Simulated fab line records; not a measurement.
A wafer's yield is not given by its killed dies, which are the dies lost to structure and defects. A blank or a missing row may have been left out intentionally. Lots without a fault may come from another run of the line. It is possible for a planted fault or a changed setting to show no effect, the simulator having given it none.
fab line records	flow nandHarc
[record] lots = 7	wafers = 21	lastDay = 34
route steps=1302 shown A_CHANNEL_HOLE_D1@489 A_CHANNEL_FILL_D1@490 END@1302
lots that met no fault: taken from a fault-free run of the same line
startH: hours from the record's first day to the start of the lot's first wafer shown	waitH: how many hours have passed since the lot's step before this one	" as in the row above	L1.1+2: several wafers, shown together as one row	- no value present, or no start provided	* or withheld: withheld	< > ~ a bound
route shown NAME@n: names a module that has steps shown in the file, with the first one's number in the route	usual: average and standard deviation across the fault-free wafers	same: alike in all rows	chamber/n: place in a boat	sites: each site's reading	_std_site: standard deviation of those values	_edge_site: outer sites' mean less inner sites'	radiusMm: for every site, how far away it sits from the centre of the wafer	mask NAME#n: copy n	behind: tool/chamber where the wafer was last shaped	hold: why the lot was held/for how many hours/how that ended	device: which transistor (n, p or np) failed to switch	end of line: the route-end tests of the same wafers	a step given without rows: its recipe and nothing more	killed: not the wafer's yield, but the dies lost to structure and defects at the first sort	map: a wafer's dies, marking killed ones x, the rest . and places with no die _
set.NAME: the setting that was run; set.NAME@STEP: the one run at that earlier step	model.NAME: the simulator's own value behind a step, which no gauge read
lots at selected steps of the route; one table per step, one row per wafer
services: when a tool's chamber went out of use (startH, in hours from the record's first day, below 0 if earlier), for how many hours, and the reason
[[steps]]
[step NHARC_A_CHANNEL_HOLE_D1_INSPECT_40]
[usual] rawDefectCount = 70/27
lot.wafer	tool	chamber	startH	waitH	rawDefectCount
L527.1	defectInspect-01	-	221.94	-	47
L527.3	"	-	"	"	66
L527.6	"	-	"	"	32
L537.1	defectInspect-02	-	329.85	-	45
L537.3	"	-	"	"	30
L537.6	"	-	"	"	48
L538.3	defectInspect-02	-	332.51	-	108
L538.5	"	-	"	"	110
L538.6	"	-	"	"	109
L539.2	defectInspect-01	-	345.74	-	52
L539.5	"	-	"	"	49
L539.6	"	-	"	"	82
L541.1	defectInspect-01	-	363.23	-	82
L541.4	"	-	"	"	45
L541.6	"	-	"	"	70
L544.1	defectInspect-01	-	394.63	-	69
L544.3	"	-	"	"	85
L544.6	"	-	"	"	72
L546.2	defectInspect-02	-	425.04	-	67
L546.4	"	-	"	"	62
L546.6	"	-	"	"	67
[step NHARC_A_CHANNEL_FILL_D1_PRECLEAN_00]
[recipe] timeS = *	tempC = 50	bathAgeMin = 0	chemistry = SC1
[step NHARC_A_CHANNEL_FILL_D1_SRD_01]
[step NHARC_A_CHANNEL_FILL_D1_ALD_02]
[recipe] targetThkA = 60	pulseTimeS = 10	aldCycles = 60	tempC = 300	material = SiO2
[step NHARC_A_CHANNEL_FILL_D1_ALD_03]
[recipe] targetThkA = 60	pulseTimeS = 60	aldCycles = 58	tempC = 630	pressureTorr = 2	material = SiNx
[usual] precursorPulseHeightRel = 1.000/0.019
lot.wafer	tool	chamber	startH	waitH	precursorPulseHeightRel
L527.1	aldSinBatch-03	0	-	-	1.016
L527.3	"	0	"	"	1.037
L527.6	"	0	"	"	0.919
L537.1	aldSinBatch-01	0	-	-	1.005
L537.3	"	0	"	"	0.976
L537.6	"	0	"	"	1.006
L538.3	aldSinBatch-01	0	-	-	1.014
L538.5	"	0	"	"	0.997
L538.6	"	0	"	"	0.990
L539.2	aldSinBatch-02	0	-	-	0.981
L539.5	"	0	"	"	0.969
L539.6	"	0	"	"	0.993
L541.1	aldSinBatch-03	0	-	-	1.028
L541.4	"	0	"	"	0.982
L541.6	"	0	"	"	1.005
L544.1	aldSinBatch-01	0	-	-	0.993
L544.3	"	0	"	"	0.978
L544.6	"	0	"	"	0.942
L546.2	aldSinBatch-03	0	-	-	0.998
L546.4	"	0	"	"	1.004
L546.6	"	0	"	"	0.996
[step NHARC_A_CHANNEL_FILL_D1_ALD_14]
[recipe] targetThkA = 25	pulseTimeS = 10	aldCycles = 25	tempC = 300	material = SiO2
[usual] heaterPowerOuterW = 263/42	heaterPowerW = 464/60	precursorPulseHeightRel = 1.001/0.019
lot.wafer	tool	chamber	startH	waitH	heaterPowerOuterW	heaterPowerW	precursorPulseHeightRel
L527.3	aldHk-03	1	229.12	0.0	217	407	1.008
L527.1	"	2	"	"	242	438	1.005
L527.6	"	1	"	"	214	408	0.991
L537.3	aldHk-01	3	337.02	0.0	249	427	0.987
L537.1	"	2	"	"	268	436	0.967
L537.6	"	3	"	"	239	419	1.021
L538.3	aldHk-02	3	337.05	0.1	211	387	0.994
L538.6	"	2	"	"	317	542	0.998
L538.5	"	3	"	"	212	386	0.986
L539.2	aldHk-03	2	353.04	0.1	239	451	1.023
L539.6	"	0	"	"	236	412	1.012
L539.5	"	1	"	"	218	409	1.002
L541.4	aldHk-03	0	370.45	0.0	234	427	1.026
L541.1	"	2	"	"	248	433	1.004
L541.6	"	1	"	"	219	408	1.003
L544.1	aldHk-01	1	401.89	0.1	331	553	1.009
L544.3	"	3	"	"	242	427	0.976
L544.6	"	1	"	"	343	582	0.998
L546.2	aldHk-01	0	432.91	1.6	224	382	0.986
L546.4	"	1	"	"	328	568	1.010
L546.6	"	2	"	"	263	446	0.989
[step NHARC_A_CHANNEL_FILL_D1_ALD_15]
[recipe] targetThkA = 20	pulseTimeS = 60	aldCycles = 19	tempC = 630	pressureTorr = 2	material = SiNx
[step NHARC_A_CHANNEL_FILL_D1_ALD_16]
[recipe] targetThkA = 15	pulseTimeS = 10	aldCycles = 15	tempC = 300	material = SiO2
[usual] heaterPowerOuterW = 264/40	heaterPowerW = 463/61	precursorPulseHeightRel = 1.000/0.02
lot.wafer	tool	chamber	startH	waitH	heaterPowerOuterW	heaterPowerW	precursorPulseHeightRel
L527.3	aldHk-03	3	234.33	0.0	294	521	0.996
L527.1	"	2	"	"	240	443	0.990
L527.6	"	3	"	"	293	519	0.957
L537.1	aldHk-01	3	342.25	0.0	246	430	1.006
L537.3	"	0	"	"	225	385	0.994
L537.6	"	0	"	"	222	368	1.006
L538.3	aldHk-03	1	342.30	0.1	218	400	1.003
L538.5	"	3	"	"	291	535	0.979
L538.6	"	0	"	"	232	421	1.020
L539.2	aldHk-03	1	358.21	0.1	218	403	1.012
L539.5	"	3	"	"	296	530	0.986
L539.6	"	0	"	"	237	418	0.990
L541.4	aldHk-01	2	375.64	0.1	261	444	1.009
L541.1	"	3	"	"	247	415	0.962
L541.6	"	1	"	"	333	563	1.021
L544.3	aldHk-03	0	407.08	0.1	230	411	0.980
L544.1	"	1	"	"	224	411	0.975
L544.6	"	2	"	"	248	438	0.948
L546.4	aldHk-01	1	438.01	0.1	330	558	0.991
L546.2	"	2	"	"	263	439	0.986
L546.6	"	3	"	"	243	417	0.978
[step NHARC_A_CHANNEL_FILL_D1_ANNEAL_17]
[recipe] tempC = 850	timeS = 1800
[step NHARC_A_CHANNEL_FILL_D1_CVD_18]
[recipe] targetThkA = 30	tempC = 550	material = poly-Si
[step NHARC_A_CHANNEL_FILL_D1_ETCHBACK_19]
[recipe] targetDepthA = 50	timeS = 1.7	hbrFlowSccm = 150	cl2FlowSccm = 50	rfW = 400	icpW = 400	biasW = 100	chemistry = HBr/Cl2
[usual] drypumpMotorCurrentA = 5.7/0.4	mfcCl2Sccm = 50.01/0.14	oesProductAu = 1.000/0.0098	throttleValvePct = 26.406/0.0084
lot.wafer	tool	chamber	startH	waitH	drypumpMotorCurrentA	mfcCl2Sccm	oesProductAu	rfHoursCounterH	throttleValvePct
L527.1	rieSi-04	2	246.98	0.4	5.7	50.18	0.999	0.3	26.395
L527.3	"	0	"	"	4.9	49.90	1.004	0.5	26.408
L527.6	"	3	"	"	5.2	49.87	1.005	-	26.413
L537.3	rieSi-02	2	353.97	0.4	6.1	50.18	0.987	0.3	26.414
L537.1	"	1	"	"	5.4	50.14	0.983	0.3	26.404
L537.6	"	3	"	"	6.0	49.93	0.991	-	26.412
L538.3	rieSi-01	0	353.97	0.4	5.4	50.15	0.985	0.8	26.390
L538.6	"	0	"	"	5.4	49.97	0.999	-	26.408
L538.5	"	1	"	"	6.0	50.05	0.993	-	26.408
L539.2	rieSi-04	3	369.93	0.4	5.1	50.08	1.013	0.1	26.410
L539.6	"	0	"	"	4.9	50.08	1.010	-	26.403
L539.5	"	1	"	"	6.4	50.04	1.012	-	26.406
L541.1	rieSi-04	0	389.82	0.4	4.9	50.00	1.011	0.2	26.400
L541.4	"	1	"	"	6.4	50.12	1.024	0.2	26.418
L541.6	"	0	"	"	4.9	50.10	1.009	-	26.402
L544.1	rieSi-01	0	418.82	0.4	5.4	49.94	1.010	0.2	26.395
L544.3	"	1	"	"	6.0	50.09	0.998	0.1	26.403
L544.6	"	2	"	"	6.1	49.99	1.008	-	26.408
L546.4	rieSi-01	1	450.57	0.4	6.0	49.88	0.989	0.3	26.405
L546.2	"	0	"	"	5.4	50.03	0.994	0.3	26.409
L546.6	"	1	"	"	5.9	50.07	0.982	-	26.411
[step NHARC_A_CHANNEL_FILL_D1_ETCHBACK_20]
[recipe] targetDepthA = 270	timeS = 13.5	c4f8FlowSccm = withheld	o2FlowSccm = 8	arFlowSccm = withheld	rfW = 600	biasW = 1500	chemistry = C4F8/O2/Ar
[usual] oesProductAu = 0.95/0.035	rfVppV = 979/5.2
lot.wafer	tool	chamber	startH	waitH	oesProductAu	rfHoursCounterH	rfVppV
L527.1	rieDiel-08	0	247.12	-	1.01	2.2	975
L527.3	"	2	"	"	1.00	2.3	984
L527.6	"	3	"	"	1.00	-	981
L537.1	rieDiel-09	1	354.10	-	0.94	0.9	975
L537.3	"	2	"	"	0.93	0.7	985
L537.6	"	0	"	"	0.92	-	971
L538.3	rieDiel-11	3	354.10	-	0.99	6.9	986
L538.5	"	2	"	"	1.00	-	981
L538.6	"	3	"	"	1.00	-	986
L539.2	rieDiel-11	2	370.02	-	1.01	7.3	981
L539.5	"	2	"	"	0.99	-	982
L539.6	"	3	"	"	0.99	-	984
L541.1	rieDiel-09	3	389.94	-	1.01	2.5	983
L541.4	"	0	"	"	1.00	2.5	972
L541.6	"	2	"	"	1.01	-	986
L544.3	rieDiel-11	2	418.94	-	0.92	10.4	982
L544.1	"	3	"	"	0.92	10.7	985
L544.6	"	0	"	"	0.94	-	969
L546.4	rieDiel-09	1	450.72	-	0.93	5.2	977
L546.2	"	2	"	"	0.93	5.4	987
L546.6	"	0	"	"	0.92	-	974
[step NHARC_A_CHANNEL_FILL_D1_STRIP_28]
[recipe] timeS = 20	o2FlowSccm = 500	arFlowSccm = 0	biasW = 0	chemistry = O2
[usual] biasW = 0/0	chamberPressureMTorr = 59.99/0.057	drypumpMotorCurrentA = 5.7/0.5	o2FlowSccm = 499.8/1.5	oesProductAu = 1.000/0.0096	rfVppV = 57.8/0.93	showerheadPlenumPTorr = 3.54/0.13	throttleValvePct = 17.037/0.0079
lot.wafer	tool	chamber	startH	waitH	biasW	chamberPressureMTorr	drypumpMotorCurrentA	o2FlowSccm	oesProductAu	rfHoursCounterH	rfVppV	showerheadPlenumPTorr	throttleValvePct
L527.3	rieDiel-08	3	247.20	0.1	0	59.86	5.3	501.6	0.993	2.6	58.1	3.59	17.038
L527.1	"	0	"	"	0	59.99	5.1	498.9	0.998	2.2	56.4	3.43	17.041
L527.6	"	3	"	"	0	59.97	5.3	499.2	0.994	-	58.2	3.59	17.041
L537.1	rieDiel-09	2	354.19	0.1	-	-	-	-	-	-	-	-	-
L537.3	"	3	"	"	-	-	-	-	-	-	-	-	-
L537.6	"	0	"	"	-	-	-	-	-	-	-	-	-
L538.3	rieDiel-11	3	354.20	0.1	-	-	-	-	-	-	-	-	-
L538.6	"	0	"	"	-	-	-	-	-	-	-	-	-
L538.5	"	1	"	"	-	-	-	-	-	-	-	-	-
L539.2	rieDiel-11	3	370.11	0.1	-	-	-	-	-	-	-	-	-
L539.5	"	3	"	"	-	-	-	-	-	-	-	-	-
L539.6	"	0	"	"	-	-	-	-	-	-	-	-	-
L541.1	rieDiel-09	0	390.03	0.1	0	60.06	5.5	500.6	0.982	2.5	56.3	3.37	17.041
L541.4	"	3	"	"	0	59.98	4.9	499.0	1.003	2.5	58.9	3.66	17.042
L541.6	"	1	"	"	0	60.10	5.7	499.1	1.005	-	57.9	3.47	17.044
L544.1	rieDiel-11	0	419.02	0.1	0	59.89	5.4	499.2	1.000	9.1	57.1	3.31	17.046
L544.3	"	2	"	"	0	60.03	5.9	501.9	0.982	10.4	57.4	3.62	17.031
L544.6	"	0	"	"	0	60.06	5.4	502.1	0.999	-	57.5	3.31	17.039
L546.2	rieDiel-09	3	450.79	0.1	0	59.95	4.9	498.8	1.016	5.8	59.5	3.66	17.026
L546.4	"	2	"	"	0	59.87	5.3	498.8	0.988	5.4	57.8	3.70	17.037
L546.6	"	3	"	"	0	60.05	4.9	500.9	1.012	-	57.7	3.66	17.043
[step NHARC_A_CHANNEL_FILL_D1_PRECLEAN_21]
[recipe] timeS = 30	chemistry = dHF
[step NHARC_END_SORT_01]
[recipe] tempC = 25
[usual] killedAtArray = 55/15	killedAtOther = 1.0/1.2	killedAtPeriphery = 3.4/2.2	killedDies = 59/15	killedOpen = 3.2/2	killedShort = 2.5/1.7
[same] grossDies = 677
lot.wafer	tool	chamber	startH	waitH	killedAtArray	killedAtOther	killedAtPeriphery	killedDies	killedOpen	killedShort
L537.1	prober-01	0	688.49	2.5	673	0	4	677	2	1
L537.3	prober-01	0	690.08	3.1	671	0	6	677	4	3
L537.6	prober-01	0	692.46	4.0	673	0	4	677	1	2
L538.3	prober-02	0	698.01	3.1	674	0	3	677	7	3
L538.5	prober-02	0	699.64	3.7	670	1	6	677	4	3
L538.6	prober-02	0	700.45	4.1	676	0	1	677	5	1
L539.2	prober-02	0	722.28	5.1	670	3	4	677	4	1
L539.5	prober-02	0	724.68	6.0	667	2	8	677	8	3
L539.6	prober-02	0	725.48	6.3	672	2	3	677	4	1
// killed by level:class
L537.1 A_CHANNEL_FILL_D1:areaStrip=625 A_CHANNEL_HOLE_D2:chamberFilmFlake=23 A_CHANNEL_HOLE_D1:chamberFilmFlake=9 A_STAIRCASE:chamberFilmFlake=5 A_CONTACT:chamberFilmFlake=4 A_WL_FILL:chamberFilmFlake=2 P_M0:geometricParticle:open=1 A_CHANNEL_FILL_D1:geometricParticle:short=1
L537.3 A_CHANNEL_FILL_D1:areaStrip=620 A_CHANNEL_HOLE_D2:chamberFilmFlake=27 A_STAIRCASE:chamberFilmFlake=7 A_CONTACT:chamberFilmFlake=6 A_CHANNEL_HOLE_D1:chamberFilmFlake=4 P_GATE:chamberFilmFlake=3 A_M0:geometricParticle:open=2 P_M0:geometricParticle:short=1
L537.6 A_CHANNEL_FILL_D1:areaStrip=631 A_CHANNEL_HOLE_D2:chamberFilmFlake=21 A_CHANNEL_HOLE_D1:chamberFilmFlake=11 A_STAIRCASE:chamberFilmFlake=3 A_CONTACT:chamberFilmFlake=3 P_CONTACT:geometricParticle:open=1 P_M1:geometricParticle:short=1 A_CHANNEL_FILL_D2:geometricParticle:short=1
L538.3 A_CHANNEL_FILL_D1:areaStrip=629 A_CHANNEL_HOLE_D1:chamberFilmFlake=31 A_ONON_D1:geometricParticle:open=3 P_GATE:chamberFilmFlake=2 A_CHANNEL_HOLE_D2:chamberFilmFlake=2 A_STAIRCASE:chamberFilmFlake=2 P_M0:geometricParticle:short=1 A_SOURCE_PLATE:geometricParticle:open=1
L538.5 A_CHANNEL_FILL_D1:areaStrip=624 A_CHANNEL_HOLE_D1:chamberFilmFlake=30 A_CHANNEL_HOLE_D2:chamberFilmFlake=4 P_GATE:chamberFilmFlake=3 A_CONTACT:chamberFilmFlake=3 P_GATE:geometricParticle:open=2 A_ZERO_WELL:chamberFilmFlake=2 A_CHANNEL_FILL_D2:chamberFilmFlake=2
L538.6 A_CHANNEL_FILL_D1:areaStrip=622 A_CHANNEL_HOLE_D1:chamberFilmFlake=36 A_STAIRCASE:chamberFilmFlake=3 A_WL_FILL:geometricParticle:open=2 A_ZERO_WELL:chamberFilmFlake=2 A_CHANNEL_FILL_D2:chamberFilmFlake=2 A_CONTACT:chamberFilmFlake=2 A_M1:chamberFilmFlake=2
L539.2 A_CHANNEL_FILL_D1:areaStrip=627 A_SLIT:chamberFilmFlake=28 A_CHANNEL_HOLE_D1:chamberFilmFlake=6 P_CONTACT:chamberFilmFlake=3 THIN_TSV:chamberFilmFlake=3 A_CONTACT:chamberFilmFlake=2 P_GATE:geometricParticle:open=1 A_CHANNEL_HOLE_D1:geometricParticle:open=1
L539.5 A_CHANNEL_FILL_D1:areaStrip=607 A_SLIT:chamberFilmFlake=33 A_CHANNEL_HOLE_D1:chamberFilmFlake=7 P_CONTACT:chamberFilmFlake=6 A_CONTACT:chamberFilmFlake=6 A_DECK1_JOINT:geometricParticle:open=3 A_CHANNEL_FILL_D1:chamberFilmFlake=3 THIN_TSV:chamberFilmFlake=2
L539.6 A_CHANNEL_FILL_D1:areaStrip=613 A_SLIT:chamberFilmFlake=36 A_CHANNEL_HOLE_D1:chamberFilmFlake=10 A_CONTACT:chamberFilmFlake=4 P_CONTACT:chamberFilmFlake=3 A_WL_FILL:geometricParticle:open=2 THIN_TSV:chamberFilmFlake=2 A_CHANNEL_HOLE_D1:geometricParticle:short=1
// map L537.1 (x killed, . not)
____________x____________
_________xxxxxxx_________
_______xxxxxxxxxxx_______
______xxxxxxxxxxxxx______
_____xxxxxxxxxxxxxxx_____
____xxxxxxxxxxxxxxxxx____
____xxxxxxxxxxxxxxxxx____
___xxxxxxxxxxxxxxxxxxx___
___xxxxxxxxxxxxxxxxxxx___
__xxxxxxxxxxxxxxxxxxxxx__
__xxxxxxxxxxxxxxxxxxxxx__
_xxxxxxxxxxxxxxxxxxxxxxx_
_xxxxxxxxxxxxxxxxxxxxxxx_
_xxxxxxxxxxxxxxxxxxxxxxx_
_xxxxxxxxxxxxxxxxxxxxxxx_
_xxxxxxxxxxxxxxxxxxxxxxx_
xxxxxxxxxxxxxxxxxxxxxxxxx
xxxxxxxxxxxxxxxxxxxxxxxxx
xxxxxxxxxxxxxxxxxxxxxxxxx
xxxxxxxxxxxxxxxxxxxxxxxxx
xxxxxxxxxxxxxxxxxxxxxxxxx
_xxxxxxxxxxxxxxxxxxxxxxx_
_xxxxxxxxxxxxxxxxxxxxxxx_
_xxxxxxxxxxxxxxxxxxxxxxx_
_xxxxxxxxxxxxxxxxxxxxxxx_
_xxxxxxxxxxxxxxxxxxxxxxx_
__xxxxxxxxxxxxxxxxxxxxx__
__xxxxxxxxxxxxxxxxxxxxx__
___xxxxxxxxxxxxxxxxxxx___
___xxxxxxxxxxxxxxxxxxx___
____xxxxxxxxxxxxxxxxx____
____xxxxxxxxxxxxxxxxx____
_____xxxxxxxxxxxxxxx_____
______xxxxxxxxxxxxx______
_______xxxxxxxxxxx_______
_________xxxxxxx_________
____________x____________
// map L538.3 (x killed, . not)
____________x____________
_________xxxxxxx_________
_______xxxxxxxxxxx_______
______xxxxxxxxxxxxx______
_____xxxxxxxxxxxxxxx_____
____xxxxxxxxxxxxxxxxx____
____xxxxxxxxxxxxxxxxx____
___xxxxxxxxxxxxxxxxxxx___
___xxxxxxxxxxxxxxxxxxx___
__xxxxxxxxxxxxxxxxxxxxx__
__xxxxxxxxxxxxxxxxxxxxx__
_xxxxxxxxxxxxxxxxxxxxxxx_
_xxxxxxxxxxxxxxxxxxxxxxx_
_xxxxxxxxxxxxxxxxxxxxxxx_
_xxxxxxxxxxxxxxxxxxxxxxx_
_xxxxxxxxxxxxxxxxxxxxxxx_
xxxxxxxxxxxxxxxxxxxxxxxxx
xxxxxxxxxxxxxxxxxxxxxxxxx
xxxxxxxxxxxxxxxxxxxxxxxxx
xxxxxxxxxxxxxxxxxxxxxxxxx
xxxxxxxxxxxxxxxxxxxxxxxxx
_xxxxxxxxxxxxxxxxxxxxxxx_
_xxxxxxxxxxxxxxxxxxxxxxx_
_xxxxxxxxxxxxxxxxxxxxxxx_
_xxxxxxxxxxxxxxxxxxxxxxx_
_xxxxxxxxxxxxxxxxxxxxxxx_
__xxxxxxxxxxxxxxxxxxxxx__
__xxxxxxxxxxxxxxxxxxxxx__
___xxxxxxxxxxxxxxxxxxx___
___xxxxxxxxxxxxxxxxxxx___
____xxxxxxxxxxxxxxxxx____
____xxxxxxxxxxxxxxxxx____
_____xxxxxxxxxxxxxxx_____
______xxxxxxxxxxxxx______
_______xxxxxxxxxxx_______
_________xxxxxxx_________
____________x____________
[[services]]
tool	chamber	startH	hours	kind
rieSi-02	-	205.47	0.4	repair
aldHk-03	-	212.44	10.0	pm
rieDiel-09	-	230.52	0.2	repair
rieSi-01	3	248.56	16.1	repair
rieDiel-11	3	248.56	4.0	repair
rieDiel-11	-	255.50	9.0	pm
aldSinBatch-02	-	266.00	26.0	pm
rieDiel-11	-	273.63	3.5	repair
rieSi-04	2	278.92	6.2	repair
rieDiel-11	1	300.14	4.8	repair
rieSi-01	0	300.72	19.6	repair
aldHk-01	-	303.25	10.0	pm
rieSi-01	3	306.91	3.6	repair
rieSi-04	-	316.84	0.4	repair
rieDiel-09	-	320.10	9.0	pm
rieDiel-11	0	336.52	3.0	repair
rieSi-04	-	342.00	9.0	pm
rieDiel-08	-	367.80	9.0	pm
rieSi-01	-	370.00	9.0	pm
aldHk-03	-	390.44	10.0	pm
aldSinBatch-03	-	408.55	15.4	repair
rieDiel-11	0	422.54	20.2	repair
rieDiel-11	-	432.50	9.0	pm
rieSi-04	-	437.09	0.9	repair
[[key]]
[firstSign] step = NHARC_A_CHANNEL_FILL_D1_STRIP_28	reading = toolRecord	direction = missing
[effect] step = NHARC_END_SORT_01	reading = killedDies	direction = up	sigmas = 42	usual = 59	struck = 677
[moreKillsBornAt] NHARC_A_CHANNEL_FILL_D1_STRIP_28@rieDiel-11 = 3722	NHARC_A_CHANNEL_FILL_D1_STRIP_28@rieDiel-09 = 1876
metAt NHARC_A_CHANNEL_FILL_D1_STRIP_28
struckWafers L537.1,L537.3,L537.6,L538.3,L538.5,L538.6,L539.2,L539.5,L539.6
laterRowsLeftOut L537.1,L537.3,L537.6,L538.3,L538.5,L538.6,L539.2,L539.5,L539.6
testerLeftOut L537,L538,L539
[fault] kind = skippedStepWhole	tool = rieDiel-09,rieDiel-11	chamber = -	onsetH = 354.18	steps = NHARC_A_CHANNEL_FILL_D1_STRIP_28	scope = struckLotsOnly
// testerLeftOut: of these lots the tester's yield and bins aren't shown, on N5 and GAA mostly nor the transistor test; their killed dies are dies lost to structure and defects alone, not to doping, threshold or leakage, so they don't give the yield
// laterRowsLeftOut: the simulator's readings of these wafers behind a module that went badly wrong aren't trusted and aren't shown, but for the sort
